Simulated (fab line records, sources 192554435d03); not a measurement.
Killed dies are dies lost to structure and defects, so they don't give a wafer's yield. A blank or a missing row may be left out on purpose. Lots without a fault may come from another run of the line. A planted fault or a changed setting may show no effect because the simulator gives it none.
Chamber matching | flow n5_finfet | N5_BEOL_M0_SAQP_SPACER1_ETCHBACK_99 on rie_diel-03: 4 sister chambers
The step etches SiO2 in CHF3/O2, target depth 15.4 nm, time 7.7 s. 8 wafers are shown with their chamber, then 12 later ones without.

WAFERS WITH THEIR CHAMBER
wafer  | chamber | rf_vpp_V (V) | drypump_motor_current_A (A)
L081.3 | 0       | 559          | 5.9
L085.2 | 3       | 509          | 5.9
L087.3 | 3       | 508          | 5.9
L087.4 | 2       | 505          | 5.7
L087.5 | 1       | 516          | 6.4
L088.1 | 2       | 506          | 5.6
L088.2 | 1       | 514          | 6.4
L088.5 | 0       | 557          | 5.9

WAFERS WITHOUT THEIR CHAMBER
wafer  | rf_vpp_V (V) | drypump_motor_current_A (A)
L090.4 | 510          | 5.9
L090.5 | 508          | 5.9
L090.6 | 506          | 5.6
L093.1 | 556          | 5.9
L093.4 | 505          | 5.6
L093.5 | 558          | 5.9
L094.2 | 508          | 5.9
L094.3 | 558          | 5.9
L094.4 | 515          | 6.4
L097.2 | 557          | 5.9
L097.4 | 516          | 6.4
L097.5 | 509          | 5.9

WHICH CHAMBER EACH WENT THROUGH
wafer  | from the rows above | in truth
L090.4 | 3                   | 3
L090.5 | 3                   | 3
L090.6 | 2                   | 2
L093.1 | 0                   | 0
L093.4 | 2                   | 2
L093.5 | 0                   | 0
L094.2 | 3                   | 3
L094.3 | 0                   | 0
L094.4 | 1                   | 1
L097.2 | 0                   | 0
L097.4 | 1                   | 1
L097.5 | 3                   | 3
Placed correctly: 12 of 12. Can't be placed from these rows: 0. Placed wrongly: 0.
How it was worked out, from the rows above alone: a wafer's distance from a chamber is the root of the sum, over the readings, of the square of ((its reading less the chamber's mean) divided by the reading's scatter). The wafer belongs to the nearest chamber; if the next one is less than 2 further off, it can't be placed. A chamber's mean is the mean of its shown wafers. The scatter: the root of (the sum of the squares of (reading less its chamber's mean) over the shown wafers, divided by (wafers less chambers)).
